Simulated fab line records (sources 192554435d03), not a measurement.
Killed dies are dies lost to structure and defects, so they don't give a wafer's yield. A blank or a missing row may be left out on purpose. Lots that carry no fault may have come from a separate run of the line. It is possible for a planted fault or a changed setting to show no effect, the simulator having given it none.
Code-filled problem report in 8D (eight disciplines) form    flow n5-finfet    the parts of the form that need people (team, actions taken, sign-off) are left out

## 1. PROBLEM STATEMENT
spin-speed-rpm at N5_DUMMY_GATE_COAT_35 reads a mean of 1651.3 rpm on 6 wafers of 2 lots; wafers without a fault read 1500.0 rpm with a standard deviation of 1.1. So: +99 or more standard deviations from the usual mean.
The step: time 60 s, resist thk 10 nm.
Seen first at day 8 04:47 on litho-track-03, wafer L159.1. The record holds 12 wafers of 4 lots with a number at this step. Rule for "out" (also "out of limits"): further than 4 standard deviations from the usual mean. The other wafers with a number count as sound.

## 2. WHAT IT IS; WHAT IT IS NOT
question                     is                      is not
which readings at this step  spin-speed-rpm          heater-power-total-W
which lots                   L159, L161              L140, L160
which wafers of those lots   all that have a number  -
read on which tools          litho-track-03          litho-track-01
when                         from day 8 04:47        up to then (3 sound wafers); but 3 sound wafers of L160 came after

## 3. SUSPECTS, AND WHAT RULES EACH OUT
Counting: any tool at a process step up to the reading is kept as a suspect provided that every lot that is out went through it and no sound lot did after the first of them.
- litho-track-03 at N5_DUMMY_GATE_COAT_35 (time 60 s, resist thk 10 nm): kept. All lots that are out passed through it, beginning with L159 at day 8 04:47, and no sound lot followed; its final sound lot before that point was L140 at day 3 12:23. Its own spin-speed-rpm readings are out on those wafers.
After counting, what remains is litho-track-03 at N5_DUMMY_GATE_COAT_35.

## 4. THE CAUSE (what the simulator had put in)
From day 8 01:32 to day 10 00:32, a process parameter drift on litho-track-03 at N5_DUMMY_GATE_COAT_35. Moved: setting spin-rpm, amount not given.
This tool alone remained once counting was done.

## 5. THE CHAIN OF EFFECTS, in route order
Rows list readings where the struck wafers' mean (over those with a number) sits beyond 3 standard deviations from the usual. Only readings for which the record gives a usual standard deviation are gone through. hours: the time from each lot's start at the first step in this table that gives one to its start at this step, as a median over the lots. sigmas: the change in usual standard deviations.
hours  step                   reading         usual       on struck wafers  change  sigmas
0      N5_DUMMY_GATE_COAT_35  spin-speed-rpm  1500.0 rpm  1651.3            +151.3  +99 or more
Here are the process steps it includes:
- N5_DUMMY_GATE_COAT_35: time 60 s, resist thk 10 nm.
Later measuring or inspecting steps at which every struck wafer that the step has a row for has a number for every such reading, and none has moved that far: N5_BEOL_M4_RC_MEAS_101.

## 6. WHAT WOULD HAVE CAUGHT IT SOONER
The fault began at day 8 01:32; the first out-of-limits reading in this record came at day 8 04:47, 3 hours later.
